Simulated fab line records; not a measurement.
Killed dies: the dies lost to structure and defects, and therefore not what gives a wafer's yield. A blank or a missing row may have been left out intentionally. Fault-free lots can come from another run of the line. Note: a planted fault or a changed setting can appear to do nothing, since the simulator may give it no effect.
fab line records	flow n5_finfet
record: lots: 6	wafers: 18	last_day: 17
route steps=1938 shown HKMG_FIN@431 BEOL_M4@1111 PASSIVATION@1936
lots with no fault: from the same line, run without faults
start_h: the number of hours between the record's first day and the start of the first shown wafer of the lot	wait_h: hours from the lot's prior step to this one	" repeats the value in the row above	L1.1+2: a row that stands for several wafers	- no value, or no start was given	* or withheld: withheld	< > ~ a bound
route shown NAME@n: a module of which the file shows steps, and the number in the route of the first	usual: the fault-free wafers' mean and standard deviation	same: alike in all rows	chamber/n: place in a boat	sites: per-site readings	_std_site: standard deviation of those values	_edge_site: inner sites' mean taken away from outer sites' mean	radius_mm: how far each site lies from the wafer's centre	mask NAME#n: copy n	behind: the last tool/chamber to shape the wafer	hold: the reason the lot was held/the length of the hold in hours/how it ended	device: transistor that didn't switch, given as n, p or np	end of line: the tests these same wafers got at the end of their route	a step with no rows: only its recipe	killed: count of dies lost to structure and defects at first sort (not the wafer's yield)	map: the dies of a wafer, with x for killed, . for not killed, _ for no die there
set.NAME: the setting as run; set.NAME@STEP: as run at that earlier step	model.NAME: the simulator's own value behind a step, which no gauge read
lots seen at some steps along the route; tables by step, rows by wafer
services: when a tool's chamber went out of use (start_h, in hours from the record's first day, below 0 if earlier), for how many hours, and the reason
== steps ==
step: N5_HKMG_FIN_OVL_MEAS_13
recipe: points_per_wafer: 44
usual: NWFM_OVL: 0.2/0.68
lot.wafer	tool	chamber	start_h	wait_h	NWFM_OVL[nm]
L300.2	overlay-02	0	81.30	0.0	-0.1
L300.3	"	0	"	"	-0.6
L300.6	"	0	"	"	-0.6
L302.2	overlay-01	0	88.56	0.0	0.0
L302.4	"	0	"	"	0.3
L302.6	"	0	"	"	-0.1
L304.2	overlay-01	0	101.53	0.0	0.2
L304.3	"	0	"	"	-0.8
L304.6	"	0	"	"	-1.1
L307.3	overlay-02	0	119.94	0.0	0.5
L307.4	"	0	"	"	-0.6
L307.6	"	0	"	"	-1.1
L316.2	overlay-02	0	170.60	0.0	-0.2
L316.3	"	0	"	"	0.4
L316.6	"	0	"	"	-0.2
L318.2	overlay-01	0	185.23	0.0	0.7
L318.3	"	0	"	"	0.9
L318.6	"	0	"	"	0.5
step: N5_HKMG_FIN_INSPECT_14
recipe: mode: adi	inspect_instrument: macro
usual: raw_defect_count: 2.3/1.4
lot.wafer	tool	chamber	start_h	wait_h	raw_defect_count
L300.2	defect_inspect-01	-	81.32	0.0	5
L300.3	"	-	"	"	6
L300.6	"	-	"	"	3
L302.2	defect_inspect-02	-	88.58	0.0	2
L302.4	"	-	"	"	2
L302.6	"	-	"	"	3
L304.2	defect_inspect-02	-	101.55	0.0	2
L304.3	"	-	"	"	4
L304.6	"	-	"	"	1
L307.3	defect_inspect-02	-	119.97	0.0	2
L307.4	"	-	"	"	2
L307.6	"	-	"	"	2
L316.2	defect_inspect-01	-	170.63	0.0	1
L316.3	"	-	"	"	0
L316.6	"	-	"	"	2
L318.2	defect_inspect-02	-	185.25	0.0	2
L318.3	"	-	"	"	1
L318.6	"	-	"	"	2
step: N5_HKMG_FIN_DESCUM_17
recipe: chemistry: O2	time_s: 7.9	source_power_w: 50	bias_power_w: 20	pressure_mtorr: 20	rf_frequency_hz: 2.712e+07	temp_c: 40	resist: CAR-ArF	o2_flow_sccm: 225
usual: drypump_motor_current_A: 5.8/0.4	oes_product_au: 0.81/0.078	rf_vpp_V: 243.2/1.2	showerhead_plenum_p_Torr: 2.10/0.061	throttle_valve_pct: 20.45/0.28
lot.wafer	tool	chamber	start_h	wait_h	drypump_motor_current_A	oes_product_au	rf_hours_counter_h	rf_vpp_V	showerhead_plenum_p_Torr	throttle_valve_pct
L300.2	rie_diel-01	1	81.57	0.2	5.5	0.85	68	241.6	2.13	20.04
L300.3	"	2	"	"	5.9	0.76	148	245.3	2.19	20.61
L300.6	"	2	"	"	5.8	0.76	-	244.5	2.19	20.60
L302.2	rie_diel-01	3	88.80	0.2	6.1	0.68	235	243.4	2.05	20.27
L302.4	"	2	"	"	5.9	0.76	-	243.7	2.19	20.59
L302.6	"	3	"	"	6.1	0.69	-	242.8	2.05	20.26
L304.2	rie_diel-06	2	101.58	0.0	6.8	0.77	149	244.2	2.09	20.81
L304.3	"	3	"	"	5.4	0.88	59	243.2	2.13	20.24
L304.6	"	3	"	"	5.4	0.88	-	243.3	2.13	20.23
L307.3	rie_diel-03	1	120.00	0.0	5.8	0.94	13	244.7	2.23	20.07
L307.4	"	2	"	"	5.7	0.82	85	245.9	2.21	20.57
L307.6	"	0	"	"	6.0	0.73	-	243.9	2.17	20.74
L316.2	rie_diel-01	2	170.87	0.2	5.8	0.73	186	244.2	2.17	20.67
L316.3	"	3	"	"	6.1	0.95	4	243.2	2.05	19.93
L316.6	"	0	"	"	5.5	0.89	-	241.8	2.04	20.65
L318.2	rie_diel-01	3	185.28	0.0	6.1	0.93	8	241.9	2.04	19.91
L318.3	"	1	"	"	5.5	0.82	110	243.4	2.11	20.10
L318.6	"	3	"	"	6.1	0.94	-	241.8	2.04	19.92
step: N5_HKMG_FIN_ETCH_31
recipe: chemistry: CF4	target: SiARC	target_depth_a: 455	mask_material: CAR-ArF	time_s: 75.8	ion_energy_ev: 80	pressure_mtorr: 40	source_w: 545	bias_w: 36	Ar_flow_sccm: 100	cf4_flow_sccm: 100	ends: cleared
usual: drypump_motor_current_A: 5.8/0.4	etch_rf_on_time_s: 75.5/1.2	oes_product_au: 0.69/0.067	rf_vpp_V: 184.2/0.99	showerhead_plenum_p_Torr: 2.15/0.054	throttle_valve_pct: 15.63/0.28
lot.wafer	tool	chamber	start_h	wait_h	drypump_motor_current_A	etch_rf_on_time_s	oes_product_au	rf_hours_counter_h	rf_vpp_V	showerhead_plenum_p_Torr	throttle_valve_pct
L300.2	rie_diel-01	1	81.61	0.0	5.5	73.6	0.74	68	184.1	2.17	15.17
L300.3	"	2	"	"	5.9	75.3	0.64	148	185.6	2.23	15.73
L300.6	"	2	"	"	5.8	75.2	0.64	-	185.1	2.23	15.74
L302.2	rie_diel-01	3	88.83	0.0	6.1	76.9	0.58	235	183.3	2.11	15.61
L302.4	"	2	"	"	5.8	74.7	0.65	-	185.0	2.23	15.75
L302.6	"	3	"	"	6.1	76.1	0.58	-	184.1	2.11	15.58
L304.2	rie_diel-06	2	101.62	0.0	6.8	76.3	0.66	149	183.5	2.15	16.03
L304.3	"	3	"	"	5.4	73.9	0.75	59	184.6	2.17	15.38
L304.6	"	3	"	"	5.4	74.9	0.75	-	183.0	2.17	15.36
L307.3	rie_diel-03	1	120.03	0.0	5.8	75.9	0.80	13	186.0	2.28	15.26
L307.4	"	2	"	"	5.6	75.6	0.71	85	184.7	2.25	15.67
L307.6	"	0	"	"	6.0	76.1	0.63	-	184.6	2.21	15.92
L316.2	rie_diel-01	2	170.90	0.0	5.9	75.6	0.62	186	185.0	2.22	15.82
L316.3	"	3	"	"	6.1	75.8	0.81	4	183.7	2.10	15.14
L316.6	"	0	"	"	5.5	75.4	0.75	-	183.1	2.10	15.82
L318.2	rie_diel-01	3	185.32	0.0	6.1	75.0	0.79	8	183.9	2.10	15.14
L318.3	"	1	"	"	5.5	74.3	0.70	110	184.6	2.16	15.26
L318.6	"	3	"	"	6.1	75.1	0.79	-	183.2	2.10	15.14
step: N5_HKMG_FIN_ETCH_32
recipe: chemistry: N2/H2	target: SOC	target_depth_a: 2400	temp_c: 40	time_s: 300	ion_energy_ev: 200	mask_material: SiARC	pressure_mtorr: 30	source_w: 840	bias_w: 150	n2_flow_sccm: 200	h2_flow_sccm: 200
step: N5_HKMG_FIN_STRIP_33
recipe: chemistry: N2/H2	temp_c: 40	n2_flow_sccm: 200	h2_flow_sccm: 200	rf_frequency_hz: 6e+07
step: N5_HKMG_FIN_STRIP_34
recipe: chemistry: CF4	resist: SiARC	power_w: 300	bias_power_w: 75	pressure_mtorr: 50	cf4_flow_sccm: 150	rf_frequency_hz: 6e+07
step: N5_HKMG_FIN_ETCH_35
recipe: chemistry: N2/H2	target: SOC	target_depth_a: 2158	ion_energy_ev: 65	bias_w: 5	source_w: 3000	time_s: 243.4	pressure_mtorr: 30	n2_flow_sccm: 200	h2_flow_sccm: 200
step: N5_HKMG_FIN_STRIP_92
recipe: chemistry: N2/H2	material: SOC	time_s: 20	power_w: 500	temp_c: 40	pressure_mtorr: 50	rf_frequency_hz: 6e+07	bias_power_w: 8	h2_frac: 0.5	n2_flow_sccm: 300	h2_flow_sccm: 300
usual: drypump_motor_current_A: 5.8/0.4	oes_product_au: 0.80/0.079	rf_vpp_V: 54.3/0.86	showerhead_plenum_p_Torr: 3.37/0.088	throttle_valve_pct: 19.1/0.48
lot.wafer	tool	chamber	start_h	wait_h	drypump_motor_current_A	oes_product_au	rf_hours_counter_h	rf_vpp_V	showerhead_plenum_p_Torr	throttle_valve_pct
L300.2	rie_diel-01	1	82.02	0.1	5.5	0.87	69	53.7	3.40	18.5
L300.3	"	2	"	"	5.8	0.75	149	54.1	3.51	19.6
L300.6	"	2	"	"	5.9	0.75	-	54.9	3.51	19.5
L302.2	rie_diel-01	3	89.25	0.1	6.1	0.67	236	53.9	3.31	18.8
L302.4	"	2	"	"	5.9	0.75	-	53.6	3.51	19.5
L302.6	"	3	"	"	6.1	0.68	-	52.9	3.31	18.7
L304.2	rie_diel-06	2	102.03	0.1	6.8	0.76	149	53.4	3.35	19.0
L304.3	"	3	"	"	5.4	0.88	59	54.7	3.41	18.8
L304.6	"	3	"	"	5.4	0.88	-	53.8	3.41	18.8
L307.3	rie_diel-03	1	120.45	0.1	5.8	0.94	13	54.0	3.56	18.4
L307.4	"	2	"	"	5.7	0.82	85	54.3	3.53	18.8
L307.6	"	0	"	"	6.0	0.73	-	53.8	3.46	19.6
L316.2	rie_diel-01	2	171.32	0.1	5.9	0.73	186	55.2	3.49	19.6
L316.3	"	3	"	"	6.1	0.94	4	53.8	3.30	18.3
L316.6	"	0	"	"	5.5	0.89	-	53.3	3.30	19.8
L318.2	rie_diel-01	3	185.73	0.1	6.1	0.92	8	52.9	3.30	18.4
L318.3	"	1	"	"	5.5	0.83	110	53.7	3.38	18.6
L318.6	"	3	"	"	6.1	0.93	-	54.2	3.30	18.4
step: N5_HKMG_FIN_WET_ETCH_18
recipe: chemistry: SC1	target: TiN	mix: 1:1:5	temp_c: *	time_s: 55	target_depth_nm: 5.2	dry: ipa_marangoni	rinse_time_s: 30	rinse_temp_c: 23
step: N5_HKMG_FIN_STRIP_19
recipe: chemistry: N2/H2	power_w: 2500	temp_c: 300	h2_frac: 0.65	time_s: 360	pressure_mtorr: withheld	n2_flow_sccm: 1750	h2_flow_sccm: 3250
usual: drypump_motor_current_A: 5.39/0.097	heater_power_w: 479/37
lot.wafer	tool	chamber	start_h	wait_h	drypump_motor_current_A	heater_power_w	rf_hours_counter_h
L300.2	plasma_asher-02	1	82.17	0.0	5.32	517	88
L300.3	"	1	"	"	5.31	504	-
L300.6	"	1	"	"	5.31	511	-
L302.2	plasma_asher-01	1	89.39	0.0	5.51	424	39
L302.4	"	1	"	"	5.51	421	-
L302.6	"	0	"	"	5.46	484	-
L304.2	plasma_asher-01	1	102.18	0.0	5.51	412	41
L304.3	"	1	"	"	5.52	401	-
L304.6	"	1	"	"	5.51	414	-
L307.3	plasma_asher-02	1	120.71	0.1	5.30	493	-
L307.4	"	0	"	"	5.29	488	-
L307.6	"	0	"	"	5.31	499	-
L316.2	plasma_asher-02	1	171.46	0.0	5.30	502	108
L316.3	"	1	"	"	5.29	506	-
L316.6	"	0	"	"	5.30	511	-
L318.2	plasma_asher-02	1	185.88	0.0	5.32	511	111
L318.3	"	1	"	"	5.32	513	-
L318.6	"	0	"	"	5.27	492	-
step: N5_HKMG_FIN_ALD_91
recipe: material: TiN	target_thk_a: 10	temp_c: 400	ald_precursor_family: TiCl4	ald_co_reactant: NH3	pulse_time_s: 1	purge_time_s: 3	co_reactant_purge_time_s: 2	co_reactant_pulse_time_s: 2	ald_cycles: 47	pressure_torr: 3
step: N5_HKMG_FIN_COAT_85
recipe: resist: SOC	temp_c: 250	time_s: 60	spin_rpm: 1500	resist_thk_nm: 300
usual: spin_speed_rpm: 1500.1/1.2
lot.wafer	tool	chamber	start_h	wait_h	spin_speed_rpm	model.SOC_of_HKMG_FIN_COAT_85.thk_nm
L300.2	litho_track-05	0	82.83	0.2	1499.7	298.8
L300.3	"	0	"	"	1498.9	299.6
L300.6	"	0	"	"	1500.7	299.6
L302.2	litho_track-05	0	90.05	0.2	1500.3	299.4
L302.4	"	0	"	"	1499.6	300.4
L302.6	"	0	"	"	1499.9	300
L304.2	litho_track-05	0	102.84	0.2	1463.2	304
L304.3	"	0	"	"	1465.2	303.8
L304.6	"	0	"	"	1464.3	303.2
L307.3	litho_track-05	0	121.26	0.2	1463.3	304.2
L307.4	"	0	"	"	1463.2	304.8
L307.6	"	0	"	"	1462.2	304.6
L316.2	litho_track-03	0	172.13	0.2	1500.3	300.4
L316.3	"	0	"	"	1500.1	299.6
L316.6	"	0	"	"	1498.9	300
L318.2	litho_track-03	0	186.54	0.2	1499.7	300.4
L318.3	"	0	"	"	1500.4	300.8
L318.6	"	0	"	"	1498.5	300.2
step: N5_HKMG_FIN_ETCH_86
recipe: chemistry: N2/H2	target: SOC	target_depth_a: 3932	stop_on: TiN	ion_energy_ev: 100	bias_w: 61	pressure_mtorr: 30	source_w: 850	n2_flow_sccm: 200	h2_flow_sccm: 200
usual: drypump_motor_current_A: 5.8/0.41	oes_product_au: 0.79/0.075	rf_vpp_V: 241.1/1.4	showerhead_plenum_p_Torr: 2.58/0.092	throttle_valve_pct: 17.83/0.29
lot.wafer	tool	chamber	start_h	wait_h	drypump_motor_current_A	oes_product_au	rf_hours_counter_h	rf_vpp_V	showerhead_plenum_p_Torr	throttle_valve_pct
L300.2	rie_diel-06	3	82.89	-	5.4	0.87	53	242.8	2.58	17.58
L300.3	"	1	"	"	5.8	0.86	50	239.3	2.47	18.04
L300.6	"	3	"	"	5.4	0.87	-	240.0	2.58	17.58
L302.2	rie_diel-01	2	90.11	-	5.8	0.74	153	242.9	2.66	18.08
L302.4	"	3	"	"	6.1	0.68	-	239.0	2.50	17.69
L302.6	"	2	"	"	5.8	0.75	-	242.0	2.66	18.08
L304.2	rie_diel-03	2	102.90	-	5.6	0.83	79	241.3	2.68	17.81
L304.3	"	0	"	"	6.0	0.73	195	241.9	2.63	18.14
L304.6	"	0	"	"	6.0	0.73	-	240.9	2.63	18.14
L307.3	rie_diel-03	2	121.65	-	5.6	0.82	86	242.7	2.68	17.82
L307.4	"	1	"	"	5.8	0.95	13	241.9	2.70	17.36
L307.6	"	2	"	"	5.7	0.83	-	244.3	2.68	17.82
L316.2	rie_diel-01	0	172.23	-	5.4	0.88	32	238.9	2.49	18.20
L316.3	"	3	"	"	6.1	0.93	4	240.0	2.49	17.28
L316.6	"	2	"	"	5.9	0.73	-	241.1	2.64	18.12
L318.2	rie_diel-01	0	186.60	-	5.5	0.88	36	241.6	2.49	18.21
L318.3	"	3	"	"	6.1	0.91	8	240.3	2.49	17.31
L318.6	"	0	"	"	5.5	0.87	-	240.2	2.49	18.20
step: N5_BEOL_M4_RC_MEAS_101
usual: DIBL_N: 36.3/1.2	DIBL_P: 36.3/1.4	IOFF_N: 0.157/0.02	IOFF_P: 0.22/0.033	ION_N: 675/9.6	ION_P: 465/8.2	SS_N: 71.4/0.45	SS_P: 73.3/0.54	VT_N: 249.8/2.5	VT_P: -249/3.2
lot.wafer	tool	chamber	start_h	wait_h	DIBL_N[mV/V]	DIBL_P[mV/V]	IOFF_N[nA/um]	IOFF_P[nA/um]	ION_N[uA/um]	ION_P[uA/um]	SS_N[mV/dec]	SS_P[mV/dec]	VT_N[mV]	VT_P[mV]
L300.2	prober-01	0	170.50	0.2	35.8	36.7	0.144	0.20	680	466	71.1	72.8	248.4	-251
L300.3	"	0	"	"	36.6	38.0	0.160	0.22	666	462	71.2	72.9	247.8	-250
L300.6	"	0	"	"	36.8	38.0	0.165	0.22	686	470	71.8	73.0	248.4	-251
L302.2	prober-01	0	188.04	0.2	36.7	37.2	0.161	0.19	675	454	70.6	72.9	250.2	-252
L302.4	"	0	"	"	35.9	35.8	0.147	0.18	681	458	71.0	72.7	248.5	-250
L302.6	"	0	"	"	36.0	36.6	0.156	0.19	677	460	71.7	73.4	249.3	-250
L304.2	prober-01	0	209.24	0.2	36.1	35.9	0.161	0.24	685	477	70.8	73.3	249.4	-245
L304.3	"	0	"	"	36.7	36.7	0.175	0.25	681	469	72.3	73.1	248.9	-251
L304.6	"	0	"	"	36.7	36.8	0.176	0.24	685	473	72.0	73.3	247.5	-250
L307.3	prober-02	0	234.80	0.3	36.7	36.4	0.158	0.19	680	459	71.3	73.7	247.9	-250
L307.4	"	0	"	"	36.7	35.6	0.156	0.19	676	457	71.0	73.4	248.9	-249
L307.6	"	0	"	"	38.6	38.6	0.194	0.23	673	459	72.3	73.2	244.4	-249
L316.2	prober-02	0	274.16	0.2	36.7	36.3	0.167	0.20	687	466	71.1	73.6	250.2	-249
L316.3	"	0	"	"	36.1	36.5	0.162	0.21	669	458	71.9	73.6	249.7	-248
L316.6	"	0	"	"	35.6	35.0	0.143	0.19	670	458	71.8	73.0	249.7	-251
L318.2	prober-01	0	299.91	0.2	35.5	34.6	0.132	0.16	658	449	70.8	73.6	253.1	-259
L318.3	"	0	"	"	36.5	35.0	0.150	0.17	660	447	71.7	73.3	251.5	-254
L318.6	"	0	"	"	35.5	34.3	0.132	0.16	661	449	71.6	74.4	254.8	-259
step: N5_PASSIVATION_PROBE_49
usual: defect_limited_yield: 91.1/1.4	killed_at_M0_to_M3: 33/10	killed_at_M4_up: 15/5.8	killed_at_contacts: 13/5.9	killed_at_front_end: 39/11	killed_at_other: 4/3.6	killed_dies: 105/16	killed_open: 68/11	killed_short: 34/7.8	sort_bin_5_function: 5.2/0.88	sort_bin_6_memory: 3.3/0.61	sort_n_pass: 1075/16	sort_yield_pct: 91.1/1.4
same: gross_dies: 1180	killed_at_back_side: 0	sort_bin_4_leakage[%]: 0	sort_bin_8_speed[%]: 0
lot.wafer	tool	chamber	start_h	wait_h	defect_limited_yield[%]	killed_at_M0_to_M3	killed_at_M4_up	killed_at_contacts	killed_at_front_end	killed_at_other	killed_dies	killed_open	killed_short	sort_bin_5_function[%]	sort_bin_6_memory[%]	sort_n_pass	sort_yield_pct[%]
L316.2	prober-01	-	381.74	0.1	88.6	27	18	21	64	5	135	84	50	6.8	4.2	1045	88.6
L316.3	prober-01	-	381.79	0.1	90.2	33	17	11	45	10	116	82	30	5.4	3.6	1064	90.2
L316.6	prober-01	-	381.94	0.3	90.6	35	17	12	37	10	111	78	30	5.8	3.2	1069	90.6
killed by level:class
L316.2 FIN_SAQP:geometric_particle:short=17 MOL_CONTACT_COAG:geometric_particle:open=13 BEOL_M3:geometric_particle:open=10 STI_FIN_REVEAL:geometric_particle:open=10 FIN_SAQP:geometric_particle:open=9 DUMMY_GATE:geometric_particle:open=7 GATE_CUT:geometric_particle:short=7 MOL_CONTACT_COAG:geometric_particle:short=7
L316.3 FIN_SAQP:geometric_particle:open=15 FIN_SAQP:geometric_particle:short=10 BEOL_M1:geometric_particle:open=9 STI_FIN_REVEAL:geometric_particle:open=8 MOL_CONTACT_COAG:geometric_particle:open=8 BEOL_M4:geometric_particle:open=7 BEOL_M0_SAQP:geometric_particle:open=6 BEOL_M0_SAQP:geometric_particle:short=5
L316.6 MOL_CONTACT_COAG:geometric_particle:open=11 BEOL_M1:geometric_particle:open=10 FIN_SAQP:geometric_particle:open=7 BEOL_M3:geometric_particle:open=7 GATE_CUT:geometric_particle:open=6 BEOL_M0_SAQP:geometric_particle:short=6 BEOL_M8:geometric_particle:open=6 FIN_SAQP:geometric_particle:short=4
== services ==
tool	chamber	start_h	hours	kind
rie_diel-03	-	65.58	0.2	repair
rie_diel-01	0	70.33	-	clean
rie_diel-01	0	70.33	-	consumable_replace:focus_ring
rie_diel-01	0	70.33	22.1	scheduled_down
rie_diel-01	0	70.33	22.1	vent_cycle
rie_diel-03	1	71.21	-	clean
rie_diel-03	1	71.21	-	consumable_replace:focus_ring
rie_diel-03	1	71.21	-	consumable_replace:showerhead
rie_diel-03	1	71.21	12.9	scheduled_down
rie_diel-03	1	71.21	12.9	vent_cycle
rie_diel-01	3	105.15	7.8	repair
plasma_asher-02	-	106.05	2.8	pm
rie_diel-01	3	137.44	-	clean
rie_diel-01	3	137.44	-	consumable_replace:focus_ring
rie_diel-01	3	137.44	23.2	scheduled_down
rie_diel-01	3	137.44	23.2	vent_cycle
plasma_asher-01	-	169.11	4.0	repair
rie_diel-06	-	174.50	0.2	repair
== key ==
first_sign: step: N5_HKMG_FIN_COAT_85	reading: spin_speed_rpm	direction: down	sigmas: 31	usual: *	struck: *
effect none on later readings
model_effect: step: N5_HKMG_FIN_COAT_85	value: SOC_of_HKMG_FIN_COAT_85.thk_nm	without: 300.4	struck: 304.1
met_at N5_HKMG_FIN_COAT_85
struck_wafers L304.2,L304.3,L304.6,L307.3,L307.4,L307.6
onset_between 90.05 102.84
fault: kind: process_parameter_drift	tool: litho_track-05	chamber: -	onset_h: 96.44	steps: N5_HKMG_FIN_COAT_85	channel: spin_rpm	offset: *	shape: step	end_h: 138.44	acts_in: *	stated: *
